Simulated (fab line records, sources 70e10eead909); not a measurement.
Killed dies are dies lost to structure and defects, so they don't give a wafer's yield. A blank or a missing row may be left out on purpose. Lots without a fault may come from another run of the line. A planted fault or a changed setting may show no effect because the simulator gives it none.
Problem report in the 8D (eight disciplines) form, filled by code | flow nand_harc | the parts of the form that need people (team, actions taken, sign-off) are left out

1. THE PROBLEM
killed_at_periphery at NHARC_END_SORT_01 reads a mean of 31.7 on 3 wafers of 3 lots; wafers without a fault read 3.7 with a standard deviation of 2.9. That is +9.6 standard deviations from the usual mean.
First seen on wafer L679.5, day 29 02:26, on prober-02. The record holds 3 wafers of 3 lots with a number at this step. Rule for "out", or "out of limits": more than 4 standard deviations from the usual mean. The other wafers with a number count as sound.

2. WHAT IT IS AND WHAT IT IS NOT
question                    | is                     | is not
which readings at this step | killed_at_periphery    | killed_at_array, killed_dies, killed_open, killed_short
which lots                  | L678, L679, L680       | -
which wafers of those lots  | all that have a number | -
read on which gauges        | prober-01, prober-02   | -
when                        | from day 29 02:26      | up to then (0 sound wafers)

3. SUSPECTS, AND WHAT RULES EACH OUT
Counting: a tool at a process step up to the reading stays a suspect if it ran every lot that is out and no sound lot after the first of them.
- the gauge at NHARC_END_SORT_01: ruled out. The wafers that are out were read on 2 gauges (prober-01, prober-02).
- hdpcvd-01 at NHARC_P_STI_HDPCVD_20 (deposits SiO2): kept. It ran every lot that is out, first L678 (day 7 18:55), and no sound lot after that.
- rie_diel-08 at NHARC_P_GATE_DESCUM_31 (chemistry O2, time 3 s): kept. It ran every lot that is out, first L678 (day 9 21:09), and no sound lot after that.
Left after counting: hdpcvd-01 at NHARC_P_STI_HDPCVD_20, rie_diel-08 at NHARC_P_GATE_DESCUM_31.

4. THE CAUSE (what the simulator had put in)
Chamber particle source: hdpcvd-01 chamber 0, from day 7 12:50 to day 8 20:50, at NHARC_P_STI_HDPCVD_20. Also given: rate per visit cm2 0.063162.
Counting left 2 suspects, and this tool is among them.

5. THE CHAIN OF EFFECTS, in route order
Each row: a reading whose mean over the struck wafers that have a number lies more than 3 standard deviations from the usual. Only readings for which the record gives a usual standard deviation are gone through. hours: the time from each lot's start at the first step in this table that gives one to its start at this step, as a median over the lots. sigmas: the change in usual standard deviations.
hours | step              | reading             | usual | on struck wafers | change | sigmas
0     | NHARC_END_SORT_01 | killed_at_periphery | 3.7   | 31.7             | +28.0  | +9.6

6. WHAT WOULD HAVE CAUGHT IT SOONER
In this record the first reading out of limits at a measuring or inspecting step was taken at day 29 02:26, 518 hours after the fault began at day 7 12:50.
All the lots that are out (3) had begun NHARC_P_STI_HDPCVD_20 on hdpcvd-01 by day 29 02:26. A hold on the tool at that time would have spared none of them.
